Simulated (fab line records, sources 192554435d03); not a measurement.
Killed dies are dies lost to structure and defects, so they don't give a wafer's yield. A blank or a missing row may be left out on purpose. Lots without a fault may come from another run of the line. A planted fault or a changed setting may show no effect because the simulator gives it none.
Chamber matching | flow n5_finfet | N5_BEOL_M10_ALD_74 on ald_metal-02: 3 sister chambers
The step deposits TaN, target thk 2 nm, pulse time 2 s, purge time 3 s. 6 wafers are shown with their chamber, then 4 later ones without.

WAFERS WITH THEIR CHAMBER
wafer  | chamber | heater_power_w (W)
L090.2 | 3       | 429
L088.1 | 3       | 429
L088.3 | 0       | 475
L088.5 | 2       | 458
L089.2 | 2       | 464
L089.4 | 0       | 470

WAFERS WITHOUT THEIR CHAMBER
wafer  | heater_power_w (W)
L089.5 | 485
L094.2 | 454
L094.3 | 479
L097.2 | 473

WHICH CHAMBER EACH WENT THROUGH
wafer  | from the rows above | in truth
L089.5 | 0                   | 0
L094.2 | 2                   | 2
L094.3 | 0                   | 0
L097.2 | 0                   | 0
Placed correctly: 4 of 4. Can't be placed from these rows: 0. Placed wrongly: 0.
How it was worked out, from the rows above alone: a wafer's distance from a chamber is the root of the sum, over the readings, of the square of ((its reading less the chamber's mean) divided by the reading's scatter). The wafer belongs to the nearest chamber; if the next one is less than 2 further off, it can't be placed. A chamber's mean is the mean of its shown wafers. The scatter: the root of (the sum of the squares of (reading less its chamber's mean) over the shown wafers, divided by (wafers less chambers)).
